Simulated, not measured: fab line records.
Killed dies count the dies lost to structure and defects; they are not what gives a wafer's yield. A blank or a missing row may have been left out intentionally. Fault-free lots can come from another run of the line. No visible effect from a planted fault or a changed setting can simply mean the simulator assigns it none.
fab line records | flow nand-harc | part 1 of 2: steps 1 to 29 of 39
record: lots: 5 | wafers: 15 | last-day: 24
route steps=1159 shown P_ZERO_WELL@31 P_STI@69
lots that met no fault: taken from a fault-free run of the same line
start-h: hours from the record's opening day to when the first of the lot's shown wafers began | wait-h: hours from the lot's prior step to this one | " unchanged from the row above | L1.1+2: several wafers, shown together as one row | - value missing, or start not given | * or withheld: withheld | < > ~ a bound
route shown NAME@n: NAME is a module with steps in the file, n the number in the route of the first one | usual: average and standard deviation across the fault-free wafers | same: alike in all rows | chamber/n: place in a boat | sites: readings site by site | _std_site: how widely they spread, as a standard deviation | _edge_site: mean of outer sites minus mean of inner sites | radius-mm: how far each site lies from the wafer's centre | mask NAME#n: copy n | behind: the most recent tool/chamber to have shaped the wafer | hold: cause of the lot's hold/its duration in hours/its outcome | device: whichever transistor did not switch (one of n, p or np) | end of line: at the end of the route, the tests of the same wafers | a step given without rows: its recipe and nothing more | killed: dies that structure and defects cost at the first sort, which is not the same as the wafer's yield | map: shows each die of a wafer: x if killed, . if not, _ if none is there
set.NAME: the run value of the setting; set.NAME@STEP: its run value at that earlier step | model.NAME: the simulator's own value behind a step, which no gauge read
a table for each step, a row for each wafer; lots at some steps of the route
services: when a tool's chamber went out of use (start-h, in hours from the record's first day, below 0 if earlier), for how many hours, and the reason
== steps ==
step: NHARC_P_ZERO_WELL_DESCUM_26
recipe: time-s: 3 | o2-flow-sccm: 200 | ar-flow-sccm: 0 | bias-power-w: 0 | chemistry: O2
usual: drypump-motor-current-A: 5.5/0.37 | oes-product-au: 1.000/0.014 | rf-vpp-V: 58.1/0.97 | showerhead-plenum-p-Torr: 1.94/0.082 | throttle-valve-pct: 11.310/0.0096
lot.wafer | tool        | chamber | start-h | wait-h | drypump-motor-current-A | oes-product-au | rf-hours-counter-h | rf-vpp-V | showerhead-plenum-p-Torr | throttle-valve-pct
L075.1    | rie-diel-09 | 1       | 20.74   | -      | 5.2                     | 1.007          | 7                  | 57.6     | 2.01                     | 11.303
L075.6    | "           | 0       | "       | "      | 5.2                     | 1.020          | -                  | 57.7     | 1.85                     | 11.328
L075.5    | "           | 1       | "       | "      | 5.2                     | 1.001          | -                  | 57.6     | 2.01                     | 11.314
L084.2    | rie-diel-08 | 0       | 74.53   | -      | 5.2                     | 0.989          | 8                  | 59.4     | 2.01                     | 11.318
L084.1    | "           | 2       | "       | "      | 5.8                     | 0.993          | 9                  | 56.6     | 1.79                     | 11.303
L084.5    | "           | 3       | "       | "      | 5.3                     | 0.992          | -                  | 57.9     | 1.96                     | 11.324
L086.1    | rie-diel-09 | 0       | 86.63   | -      | 5.2                     | 1.008          | 0                  | 57.9     | 1.85                     | 11.293
L086.4    | "           | 1       | "       | "      | 5.2                     | 1.018          | 0                  | 59.8     | 2.01                     | 11.306
L086.6    | "           | 1       | "       | "      | 5.3                     | 1.011          | -                  | 57.4     | 2.01                     | 11.308
L089.2    | rie-diel-08 | 2       | 104.77  | -      | 5.8                     | 0.998          | 10                 | 57.7     | 1.79                     | 11.319
L089.6    | "           | 1       | "       | "      | 5.9                     | 0.986          | -                  | 58.2     | 1.87                     | 11.330
L089.5    | "           | 2       | "       | "      | 5.8                     | 1.000          | -                  | 56.6     | 1.79                     | 11.320
L097.4    | rie-diel-07 | 2       | 152.64  | -      | 6.5                     | 0.997          | 8                  | 58.3     | 1.87                     | 11.306
L097.2    | "           | 3       | "       | "      | 5.5                     | 0.987          | 8                  | 58.1     | 2.03                     | 11.321
L097.5    | "           | 1       | "       | "      | 5.6                     | 0.994          | -                  | 56.8     | 1.90                     | 11.311
step: NHARC_P_ZERO_WELL_IMPLANT_27
recipe: energy-kev: 600 | dose-cm2: 1e+13 | tilt-deg: 7
usual: dose-ions-cm2: 1.0002e+13/1.3e+10 | end-station-pressure-torr: 5.07e-06/2.7e-07
lot.wafer | tool         | chamber | start-h | wait-h | dose-ions-cm2 | end-station-pressure-torr
L075.1    | implanter-01 | 0       | 20.88   | 0.1    | 9.998e+12     | 5e-06
L075.5    | "            | 0       | "       | "      | 9.999e+12     | 5.27e-06
L075.6    | "            | 0       | "       | "      | 9.998e+12     | 4.71e-06
L084.1    | implanter-01 | 0       | 74.66   | 0.1    | 9.992e+12     | 5.08e-06
L084.2    | "            | 0       | "       | "      | 9.995e+12     | 4.76e-06
L084.5    | "            | 0       | "       | "      | 9.985e+12     | 5.17e-06
L086.1    | implanter-01 | 0       | 86.77   | 0.1    | 1.0009e+13    | 5.05e-06
L086.4    | "            | 0       | "       | "      | 1.0013e+13    | 5.21e-06
L086.6    | "            | 0       | "       | "      | 1.0016e+13    | 4.74e-06
L089.2    | implanter-02 | 0       | 104.93  | 0.2    | 9.998e+12     | 5.26e-06
L089.5    | "            | 0       | "       | "      | 1.0012e+13    | 5.61e-06
L089.6    | "            | 0       | "       | "      | 1.0013e+13    | 5.33e-06
L097.2    | implanter-01 | 0       | 152.79  | 0.1    | 9.988e+12     | 5.12e-06
L097.4    | "            | 0       | "       | "      | 9.997e+12     | 4.95e-06
L097.5    | "            | 0       | "       | "      | 9.959e+12     | 4.69e-06
step: NHARC_P_ZERO_WELL_IMPLANT_57
recipe: energy-kev: 250 | dose-cm2: 4e+12 | tilt-deg: 7
usual: dose-ions-cm2: 4e+12/4.8e+09 | end-station-pressure-torr: 5.02e-06/2.8e-07
lot.wafer | tool         | chamber | start-h | wait-h | dose-ions-cm2 | end-station-pressure-torr
L075.1    | implanter-01 | 0       | 21.06   | 0.2    | 4.003e+12     | 4.63e-06
L075.5    | "            | 0       | "       | "      | 4.003e+12     | 5.01e-06
L075.6    | "            | 0       | "       | "      | 4.004e+12     | 4.47e-06
L084.1    | implanter-01 | 0       | 74.84   | 0.1    | 4.002e+12     | 5.09e-06
L084.2    | "            | 0       | "       | "      | 3.995e+12     | 5.01e-06
L084.5    | "            | 0       | "       | "      | 4e+12         | 4.67e-06
L086.1    | implanter-01 | 0       | 86.96   | 0.2    | 3.999e+12     | 5.24e-06
L086.4    | "            | 0       | "       | "      | 4.005e+12     | 4.93e-06
L086.6    | "            | 0       | "       | "      | 4e+12         | 4.89e-06
L089.2    | implanter-02 | 0       | 105.11  | 0.1    | 3.997e+12     | 5.03e-06
L089.5    | "            | 0       | "       | "      | 4.004e+12     | 4.99e-06
L089.6    | "            | 0       | "       | "      | 4.003e+12     | 4.98e-06
L097.2    | implanter-01 | 0       | 152.97  | 0.1    | 4.002e+12     | 5.52e-06
L097.4    | "            | 0       | "       | "      | 4.004e+12     | 5.08e-06
L097.5    | "            | 0       | "       | "      | 4.003e+12     | 4.99e-06
step: NHARC_P_ZERO_WELL_IMPLANT_58
recipe: energy-kev: 100 | dose-cm2: 2e+12 | tilt-deg: 7
usual: dose-ions-cm2: 2.0007e+12/2.3e+09 | end-station-pressure-torr: 5.02e-06/2.6e-07
lot.wafer | tool         | chamber | start-h | wait-h | dose-ions-cm2 | end-station-pressure-torr
L075.1    | implanter-01 | 0       | 21.24   | 0.1    | 1.999e+12     | 4.9e-06
L075.5    | "            | 0       | "       | "      | 1.999e+12     | 4.61e-06
L075.6    | "            | 0       | "       | "      | 2.0051e+12    | 4.81e-06
L084.1    | implanter-01 | 0       | 75.02   | 0.2    | 2.0019e+12    | 5.42e-06
L084.2    | "            | 0       | "       | "      | 1.9981e+12    | 5.21e-06
L084.5    | "            | 0       | "       | "      | 1.9999e+12    | 5.38e-06
L086.1    | implanter-01 | 0       | 87.14   | 0.2    | 2.002e+12     | 4.63e-06
L086.4    | "            | 0       | "       | "      | 2.0012e+12    | 5.34e-06
L086.6    | "            | 0       | "       | "      | 1.9992e+12    | 5.12e-06
L089.2    | implanter-02 | 0       | 105.29  | 0.1    | 2.0004e+12    | 4.85e-06
L089.5    | "            | 0       | "       | "      | 2.0013e+12    | 4.99e-06
L089.6    | "            | 0       | "       | "      | 1.9991e+12    | 5.01e-06
L097.2    | implanter-01 | 0       | 153.15  | 0.2    | 1.9994e+12    | 5.27e-06
L097.4    | "            | 0       | "       | "      | 1.9996e+12    | 4.78e-06
L097.5    | "            | 0       | "       | "      | 2.0025e+12    | 4.94e-06
step: NHARC_P_ZERO_WELL_STRIP_28
recipe: time-s: 840 | temp-c: 130 | chemistry: SPM
usual: bath-heat-duty-pct: 14.2/1.5
lot.wafer | tool         | chamber | start-h | wait-h | bath-heat-duty-pct
L075.6    | wet-bench-06 | 7       | 21.45   | 0.0    | 16.9
L075.5    | "            | 0       | "       | "      | 12.0
L075.1    | "            | 2       | "       | "      | 12.9
L084.2    | wet-bench-05 | 7       | 75.25   | 0.2    | 14.5
L084.1    | "            | 1       | "       | "      | 15.2
L084.5    | "            | 2       | "       | "      | 15.9
L086.4    | wet-bench-05 | 3       | 87.36   | 0.1    | 16.5
L086.1    | "            | 4       | "       | "      | 12.3
L086.6    | "            | 6       | "       | "      | 14.2
L089.6    | wet-bench-09 | 3       | 105.47  | 0.0    | 15.4
L089.2    | "            | 5       | "       | "      | 12.5
L089.5    | "            | 6       | "       | "      | 12.5
L097.4    | wet-bench-05 | 5       | 153.33  | 0.1    | 16.4
L097.2    | "            | 1       | "       | "      | 15.0
L097.5    | "            | 2       | "       | "      | 14.5
step: NHARC_P_ZERO_WELL_DEHYDRATE_29
recipe: temp-c: 150 | time-s: 120
lot.wafer  | tool           | chamber | start-h | wait-h
L075.1+5+6 | litho-track-05 | 0       | 21.78   | -
L084.1+2+5 | litho-track-05 | 0       | 75.57   | -
L086.1+4+6 | litho-track-03 | 0       | 87.68   | -
L089.2+5+6 | litho-track-05 | 0       | 105.80  | -
L097.2+4+5 | litho-track-07 | 0       | 153.66  | -
step: NHARC_P_ZERO_WELL_HMDS_30
recipe: time-s: 30
lot.wafer  | tool           | chamber | start-h | wait-h
L075.1+5+6 | litho-track-05 | 0       | -       | -
L084.1+2+5 | litho-track-05 | 0       | -       | -
L086.1+4+6 | litho-track-03 | 0       | -       | -
L089.2+5+6 | litho-track-05 | 0       | -       | -
L097.2+4+5 | litho-track-07 | 0       | -       | -
step: NHARC_P_ZERO_WELL_COAT_31
recipe: spin-rpm: withheld
lot.wafer  | tool           | chamber | start-h | wait-h
L075.1+5+6 | litho-track-05 | 0       | -       | -
L084.1+2+5 | litho-track-05 | 0       | -       | -
L086.1+4+6 | litho-track-03 | 0       | -       | -
L089.2+5+6 | litho-track-05 | 0       | -       | -
L097.2+4+5 | litho-track-07 | 0       | -       | -
step: NHARC_P_ZERO_WELL_SOFTBAKE_32
recipe: temp-c: 122 | time-s: 95
lot.wafer  | tool           | chamber | start-h | wait-h
L075.1+5+6 | litho-track-05 | 0       | -       | -
L084.1+2+5 | litho-track-05 | 0       | -       | -
L086.1+4+6 | litho-track-03 | 0       | -       | -
L089.2+5+6 | litho-track-05 | 0       | -       | -
L097.2+4+5 | litho-track-07 | 0       | -       | -
step: NHARC_P_ZERO_WELL_EBR_33
lot.wafer  | tool           | chamber | start-h | wait-h
L075.1+5+6 | litho-track-05 | 0       | -       | -
L084.1+2+5 | litho-track-05 | 0       | -       | -
L086.1+4+6 | litho-track-03 | 0       | -       | -
L089.2+5+6 | litho-track-05 | 0       | -       | -
L097.2+4+5 | litho-track-07 | 0       | -       | -
step: NHARC_P_ZERO_WELL_EXPOSE_34
recipe: na: 0.6 | target-cd-nm: 720 | dose-mj: 22.31 | mask-id: P_PWELL
usual: reticle-temp-C: 23.00/0.1
lot.wafer | tool           | chamber | start-h | wait-h | mask      | reticle-temp-C
L075.1    | krf-scanner-03 | 0       | 22.05   | -      | P_PWELL#0 | 22.95
L075.5    | "              | 0       | "       | "      | P_PWELL#0 | 23.21
L075.6    | "              | 0       | "       | "      | P_PWELL#0 | 23.04
L084.1    | krf-scanner-03 | 0       | 75.71   | -      | P_PWELL#0 | 23.00
L084.2    | "              | 0       | "       | "      | P_PWELL#0 | 22.98
L084.5    | "              | 0       | "       | "      | P_PWELL#0 | 23.09
L086.1    | krf-scanner-02 | 0       | 87.95   | -      | P_PWELL#0 | 23.13
L086.4    | "              | 0       | "       | "      | P_PWELL#0 | 23.01
L086.6    | "              | 0       | "       | "      | P_PWELL#0 | 23.02
L089.2    | krf-scanner-01 | 0       | 106.08  | -      | P_PWELL#0 | 23.10
L089.5    | "              | 0       | "       | "      | P_PWELL#0 | 23.02
L089.6    | "              | 0       | "       | "      | P_PWELL#0 | 22.96
L097.2    | krf-scanner-02 | 0       | 153.94  | -      | P_PWELL#0 | 22.94
L097.4    | "              | 0       | "       | "      | P_PWELL#0 | 23.00
L097.5    | "              | 0       | "       | "      | P_PWELL#0 | 22.97
step: NHARC_P_ZERO_WELL_PEB_35
recipe: peb-temp-c: 118 | peb-time-s: 85
lot.wafer  | tool           | chamber | start-h | wait-h
L075.1+5+6 | litho-track-03 | 0       | 22.12   | 0.1
L084.1+2+5 | litho-track-05 | 0       | 75.78   | 0.1
L086.1+4+6 | litho-track-05 | 0       | 88.02   | 0.1
L089.2+5+6 | litho-track-03 | 0       | 106.14  | 0.1
L097.2+4+5 | litho-track-07 | 0       | 154.00  | 0.1
step: NHARC_P_ZERO_WELL_DEVELOP_36
recipe: time-s: 70
lot.wafer  | tool           | chamber | start-h | wait-h
L075.1+5+6 | litho-track-03 | 0       | -       | -
L084.1+2+5 | litho-track-05 | 0       | -       | -
L086.1+4+6 | litho-track-05 | 0       | -       | -
L089.2+5+6 | litho-track-03 | 0       | -       | -
L097.2+4+5 | litho-track-07 | 0       | -       | -
step: NHARC_P_ZERO_WELL_CD_MEAS_37
recipe: target-cd-nm: 720 | landing-energy-ev: 500
usual: cd-nm: 720.5/2.2
lot.wafer | tool      | chamber | start-h | wait-h | cd-nm
L075.1    | cd-sem-02 | 0       | 22.21   | -      | 719.5
L075.5    | "         | 0       | "       | "      | 719.2
L075.6    | "         | 0       | "       | "      | 720.7
L084.1    | cd-sem-02 | 0       | 75.87   | -      | 722.2
L084.2    | "         | 0       | "       | "      | 720.9
L084.5    | "         | 0       | "       | "      | 719.9
L086.1    | cd-sem-03 | 0       | 88.11   | -      | 722.5
L086.4    | "         | 0       | "       | "      | 723.5
L086.6    | "         | 0       | "       | "      | 723.1
L089.2    | cd-sem-01 | 0       | 106.23  | -      | 720.6
L089.5    | "         | 0       | "       | "      | 716.5
L089.6    | "         | 0       | "       | "      | 720.4
L097.2    | cd-sem-03 | 0       | 154.09  | -      | 723.0
L097.4    | "         | 0       | "       | "      | 720.4
L097.5    | "         | 0       | "       | "      | 719.4
step: NHARC_P_ZERO_WELL_HARDBAKE_38
recipe: temp-c: 125 | time-s: 80
lot.wafer  | tool           | chamber | start-h | wait-h
L075.1+5+6 | litho-track-05 | 0       | 22.29   | -
L084.1+2+5 | litho-track-05 | 0       | 75.95   | -
L086.1+4+6 | litho-track-07 | 0       | 88.19   | -
L089.2+5+6 | litho-track-05 | 0       | 106.31  | -
L097.2+4+5 | litho-track-05 | 0       | 154.17  | -
step: NHARC_P_ZERO_WELL_DESCUM_39
recipe: time-s: 3 | o2-flow-sccm: 200 | ar-flow-sccm: 0 | bias-power-w: 0 | chemistry: O2
usual: drypump-motor-current-A: 5.6/0.39 | oes-product-au: 0.999/0.013 | rf-vpp-V: 57.9/0.91 | showerhead-plenum-p-Torr: 1.94/0.076 | throttle-valve-pct: 11.311/0.0091
lot.wafer | tool        | chamber | start-h | wait-h | drypump-motor-current-A | oes-product-au | rf-hours-counter-h | rf-vpp-V | showerhead-plenum-p-Torr | throttle-valve-pct
L075.1    | rie-diel-09 | 2       | 22.38   | -      | 5.9                     | 1.005          | 7                  | 57.0     | 2.01                     | 11.308
L075.5    | "           | 1       | "       | "      | 5.2                     | 1.003          | -                  | 59.0     | 2.01                     | 11.324
L075.6    | "           | 2       | "       | "      | 5.9                     | 1.007          | -                  | 59.6     | 2.01                     | 11.306
L084.1    | rie-diel-09 | 1       | 76.04   | -      | 5.3                     | 1.006          | 12                 | 58.5     | 2.01                     | 11.325
L084.2    | "           | 3       | "       | "      | 5.2                     | 0.980          | 10                 | 58.4     | 2.04                     | 11.317
L084.5    | "           | 0       | "       | "      | 5.2                     | 1.015          | -                  | 57.6     | 1.85                     | 11.287
L086.1    | rie-diel-07 | 3       | 88.27   | -      | 5.5                     | 1.000          | 2                  | 59.8     | 2.03                     | 11.322
L086.4    | "           | 1       | "       | "      | 5.5                     | 0.994          | 2                  | 56.9     | 1.90                     | 11.304
L086.6    | "           | 0       | "       | "      | 5.7                     | 0.992          | -                  | 56.6     | 1.93                     | 11.311
L089.2    | rie-diel-07 | 2       | 106.38  | -      | 6.5                     | 1.017          | 4                  | 57.5     | 1.87                     | 11.300
L089.5    | "           | 2       | "       | "      | 6.5                     | 1.019          | -                  | 58.2     | 1.87                     | 11.309
L089.6    | "           | 1       | "       | "      | 5.5                     | 0.998          | -                  | 57.5     | 1.91                     | 11.317
L097.4    | rie-diel-07 | 0       | 154.26  | -      | 5.6                     | 0.985          | 7                  | 58.9     | 1.93                     | 11.290
L097.2    | "           | 2       | "       | "      | 6.4                     | 1.017          | 9                  | 57.7     | 1.87                     | 11.316
L097.5    | "           | 3       | "       | "      | 5.5                     | 0.980          | -                  | 57.1     | 2.03                     | 11.303
step: NHARC_P_ZERO_WELL_IMPLANT_40
recipe: energy-kev: 300 | dose-cm2: 1e+13 | tilt-deg: 7
usual: dose-ions-cm2: 9.999e+12/1.1e+10 | end-station-pressure-torr: 5.13e-06/2.4e-07
lot.wafer | tool         | chamber | start-h | wait-h | dose-ions-cm2 | end-station-pressure-torr
L075.1    | implanter-02 | 0       | 22.52   | 0.1    | 1.0019e+13    | 5.06e-06
L075.5    | "            | 0       | "       | "      | 1.0001e+13    | 5.49e-06
L075.6    | "            | 0       | "       | "      | 9.993e+12     | 4.65e-06
L084.1    | implanter-02 | 0       | 76.18   | 0.1    | 9.997e+12     | 4.95e-06
L084.2    | "            | 0       | "       | "      | 9.996e+12     | 5.27e-06
L084.5    | "            | 0       | "       | "      | 9.984e+12     | 5.74e-06
L086.1    | implanter-01 | 0       | 88.41   | 0.1    | 1.0009e+13    | 5.14e-06
L086.4    | "            | 0       | "       | "      | 1.0013e+13    | 4.92e-06
L086.6    | "            | 0       | "       | "      | 1.0011e+13    | 5.52e-06
L089.2    | implanter-01 | 0       | 106.59  | 0.2    | 1.0012e+13    | 4.73e-06
L089.5    | "            | 0       | "       | "      | 1e+13         | 5.1e-06
L089.6    | "            | 0       | "       | "      | 9.985e+12     | 5.03e-06
L097.2    | implanter-02 | 0       | 154.42  | 0.1    | 9.987e+12     | 4.95e-06
L097.4    | "            | 0       | "       | "      | 9.971e+12     | 4.72e-06
L097.5    | "            | 0       | "       | "      | 9.99e+12      | 5.21e-06
step: NHARC_P_ZERO_WELL_IMPLANT_59
recipe: energy-kev: 120 | dose-cm2: 5e+12 | tilt-deg: 7
usual: dose-ions-cm2: 4.999e+12/5.3e+09 | end-station-pressure-torr: 5.02e-06/2.7e-07
lot.wafer | tool         | chamber | start-h | wait-h | dose-ions-cm2 | end-station-pressure-torr
L075.1    | implanter-02 | 0       | 22.70   | 0.1    | 4.984e+12     | 5.09e-06
L075.5    | "            | 0       | "       | "      | 4.994e+12     | 4.8e-06
L075.6    | "            | 0       | "       | "      | 4.994e+12     | 5.31e-06
L084.1    | implanter-02 | 0       | 76.36   | 0.2    | 5.003e+12     | 5.31e-06
L084.2    | "            | 0       | "       | "      | 4.998e+12     | 5.34e-06
L084.5    | "            | 0       | "       | "      | 4.997e+12     | 5.7e-06
L086.1    | implanter-01 | 0       | 88.59   | 0.1    | 5.002e+12     | 4.48e-06
L086.4    | "            | 0       | "       | "      | 5.001e+12     | 4.93e-06
L086.6    | "            | 0       | "       | "      | 4.997e+12     | 4.95e-06
L089.2    | implanter-01 | 0       | 106.77  | 0.2    | 5.001e+12     | 5.6e-06
L089.5    | "            | 0       | "       | "      | 4.993e+12     | 5.25e-06
L089.6    | "            | 0       | "       | "      | 5.007e+12     | 5.81e-06
L097.2    | implanter-02 | 0       | 154.61  | 0.2    | 4.997e+12     | 4.67e-06
L097.4    | "            | 0       | "       | "      | 4.99e+12      | 4.66e-06
L097.5    | "            | 0       | "       | "      | 4.998e+12     | 4.76e-06
step: NHARC_P_ZERO_WELL_IMPLANT_60
recipe: energy-kev: 30 | dose-cm2: 2e+12 | tilt-deg: 7
usual: dose-ions-cm2: 2.0002e+12/2.3e+09 | end-station-pressure-torr: 4.98e-06/2.6e-07
lot.wafer | tool         | chamber | start-h | wait-h | dose-ions-cm2 | end-station-pressure-torr
L075.1    | implanter-02 | 0       | 22.88   | 0.2    | 1.9974e+12    | 4.73e-06
L075.5    | "            | 0       | "       | "      | 2.0063e+12    | 5.09e-06
L075.6    | "            | 0       | "       | "      | 2.0009e+12    | 4.95e-06
L084.1    | implanter-02 | 0       | 76.54   | 0.2    | 1.9997e+12    | 4.96e-06
L084.2    | "            | 0       | "       | "      | 1.9985e+12    | 4.92e-06
L084.5    | "            | 0       | "       | "      | 1.9993e+12    | 4.97e-06
L086.1    | implanter-01 | 0       | 88.77   | 0.1    | 1.9964e+12    | 5.28e-06
L086.4    | "            | 0       | "       | "      | 2.0007e+12    | 4.85e-06
L086.6    | "            | 0       | "       | "      | 1.9958e+12    | 5.63e-06
L089.2    | implanter-01 | 0       | 106.96  | 0.2    | 1.9996e+12    | 4.76e-06
L089.5    | "            | 0       | "       | "      | 2.0037e+12    | 5e-06
L089.6    | "            | 0       | "       | "      | 2.001e+12     | 4.81e-06
L097.2    | implanter-02 | 0       | 154.78  | 0.1    | 2.0011e+12    | 5.16e-06
L097.4    | "            | 0       | "       | "      | 2.0014e+12    | 4.93e-06
L097.5    | "            | 0       | "       | "      | 2.0025e+12    | 4.79e-06
step: NHARC_P_ZERO_WELL_STRIP_41
recipe: time-s: 840 | temp-c: 130 | chemistry: SPM
usual: bath-heat-duty-pct: 14.3/1.3
lot.wafer | tool         | chamber | start-h | wait-h | bath-heat-duty-pct
L075.6    | wet-bench-06 | 6       | 23.13   | 0.1    | 16.1
L075.5    | "            | 0       | "       | "      | 12.7
L075.1    | "            | 1       | "       | "      | 15.5
L084.2    | wet-bench-05 | 7       | 76.77   | 0.2    | 12.5
L084.5    | "            | 0       | "       | "      | 12.6
L084.1    | "            | 2       | "       | "      | 15.2
L086.4    | wet-bench-05 | 6       | 89.00   | 0.1    | 16.0
L086.1    | "            | 7       | "       | "      | 13.7
L086.6    | "            | 0       | "       | "      | 12.7
L089.6    | wet-bench-05 | 5       | 107.14  | 0.0    | 15.1
L089.2    | "            | 7       | "       | "      | 12.7
L089.5    | "            | 0       | "       | "      | 13.5
L097.2    | wet-bench-09 | 2       | 154.97  | 0.2    | 14.1
L097.5    | "            | 4       | "       | "      | 13.8
L097.4    | "            | 5       | "       | "      | 13.4
step: NHARC_P_ZERO_WELL_DEHYDRATE_44
recipe: temp-c: 150 | time-s: 120
lot.wafer  | tool           | chamber | start-h | wait-h
L075.1+5+6 | litho-track-07 | 0       | 23.44   | -
L084.1+2+5 | litho-track-03 | 0       | 77.09   | -
L086.1+4+6 | litho-track-05 | 0       | 89.32   | -
L089.2+5+6 | litho-track-03 | 0       | 107.48  | -
L097.2+4+5 | litho-track-03 | 0       | 155.30  | -
step: NHARC_P_ZERO_WELL_HMDS_45
recipe: time-s: 30
lot.wafer  | tool           | chamber | start-h | wait-h
L075.1+5+6 | litho-track-07 | 0       | -       | -
L084.1+2+5 | litho-track-03 | 0       | -       | -
L086.1+4+6 | litho-track-05 | 0       | -       | -
L089.2+5+6 | litho-track-03 | 0       | -       | -
L097.2+4+5 | litho-track-03 | 0       | -       | -
step: NHARC_P_ZERO_WELL_COAT_46
recipe: spin-rpm: withheld
lot.wafer  | tool           | chamber | start-h | wait-h
L075.1+5+6 | litho-track-07 | 0       | -       | -
L084.1+2+5 | litho-track-03 | 0       | -       | -
L086.1+4+6 | litho-track-05 | 0       | -       | -
L089.2+5+6 | litho-track-03 | 0       | -       | -
L097.2+4+5 | litho-track-03 | 0       | -       | -
step: NHARC_P_ZERO_WELL_SOFTBAKE_47
recipe: temp-c: 122 | time-s: 95
lot.wafer  | tool           | chamber | start-h | wait-h
L075.1+5+6 | litho-track-07 | 0       | -       | -
L084.1+2+5 | litho-track-03 | 0       | -       | -
L086.1+4+6 | litho-track-05 | 0       | -       | -
L089.2+5+6 | litho-track-03 | 0       | -       | -
L097.2+4+5 | litho-track-03 | 0       | -       | -
step: NHARC_P_ZERO_WELL_EBR_48
lot.wafer  | tool           | chamber | start-h | wait-h
L075.1+5+6 | litho-track-07 | 0       | -       | -
L084.1+2+5 | litho-track-03 | 0       | -       | -
L086.1+4+6 | litho-track-05 | 0       | -       | -
L089.2+5+6 | litho-track-03 | 0       | -       | -
L097.2+4+5 | litho-track-03 | 0       | -       | -
step: NHARC_P_ZERO_WELL_EXPOSE_49
recipe: na: 0.6 | target-cd-nm: 2000 | dose-mj: 22.64 | mask-id: P_HVPW
usual: reticle-temp-C: 23.01/0.09
lot.wafer | tool           | chamber | start-h | wait-h | mask     | reticle-temp-C
L075.1    | krf-scanner-01 | 0       | 23.71   | -      | P_HVPW#0 | 22.97
L075.5    | "              | 0       | "       | "      | P_HVPW#0 | 23.01
L075.6    | "              | 0       | "       | "      | P_HVPW#0 | 23.00
L084.1    | krf-scanner-01 | 0       | 77.35   | -      | P_HVPW#0 | 22.92
L084.2    | "              | 0       | "       | "      | P_HVPW#0 | 23.07
L084.5    | "              | 0       | "       | "      | P_HVPW#0 | 23.05
L086.1    | krf-scanner-03 | 0       | 89.59   | -      | P_HVPW#0 | 22.96
L086.4    | "              | 0       | "       | "      | P_HVPW#0 | 22.94
L086.6    | "              | 0       | "       | "      | P_HVPW#0 | 22.74
L089.2    | krf-scanner-03 | 0       | 107.77  | -      | P_HVPW#0 | 23.02
L089.5    | "              | 0       | "       | "      | P_HVPW#0 | 23.07
L089.6    | "              | 0       | "       | "      | P_HVPW#0 | 23.04
L097.2    | krf-scanner-01 | 0       | 155.57  | -      | P_HVPW#0 | 22.95
L097.4    | "              | 0       | "       | "      | P_HVPW#0 | 23.12
L097.5    | "              | 0       | "       | "      | P_HVPW#0 | 23.02
step: NHARC_P_ZERO_WELL_PEB_50
recipe: peb-temp-c: 118 | peb-time-s: 85
lot.wafer  | tool           | chamber | start-h | wait-h
L075.1+5+6 | litho-track-03 | 0       | 23.78   | 0.1
L084.1+2+5 | litho-track-05 | 0       | 77.42   | 0.1
L086.1+4+6 | litho-track-07 | 0       | 89.66   | 0.1
L089.2+5+6 | litho-track-05 | 0       | 107.83  | 0.1
L097.2+4+5 | litho-track-05 | 0       | 155.63  | 0.1
step: NHARC_P_ZERO_WELL_DEVELOP_51
recipe: time-s: 70
lot.wafer  | tool           | chamber | start-h | wait-h
L075.1+5+6 | litho-track-03 | 0       | -       | -
L084.1+2+5 | litho-track-05 | 0       | -       | -
L086.1+4+6 | litho-track-07 | 0       | -       | -
L089.2+5+6 | litho-track-05 | 0       | -       | -
L097.2+4+5 | litho-track-05 | 0       | -       | -
step: NHARC_P_ZERO_WELL_CD_MEAS_52
recipe: target-cd-nm: 2000 | landing-energy-ev: 500
usual: cd-nm: 2000.0/2.9
lot.wafer | tool      | chamber | start-h | wait-h | cd-nm
L075.1    | cd-sem-01 | 0       | 23.87   | -      | 2003.2
L075.5    | "         | 0       | "       | "      | 2000.9
L075.6    | "         | 0       | "       | "      | 2004.3
L084.1    | cd-sem-01 | 0       | 77.51   | -      | 1994.7
L084.2    | "         | 0       | "       | "      | 1994.6
L084.5    | "         | 0       | "       | "      | 1997.0
L086.1    | cd-sem-02 | 0       | 89.75   | -      | 1999.3
L086.4    | "         | 0       | "       | "      | 2002.2
L086.6    | "         | 0       | "       | "      | 2000.7
L089.2    | cd-sem-01 | 0       | 107.92  | -      | 1994.4
L089.5    | "         | 0       | "       | "      | 1999.4
L089.6    | "         | 0       | "       | "      | 1993.2
L097.2    | cd-sem-03 | 0       | 155.73  | -      | 1997.1
L097.4    | "         | 0       | "       | "      | 1999.7
L097.5    | "         | 0       | "       | "      | 2000.5
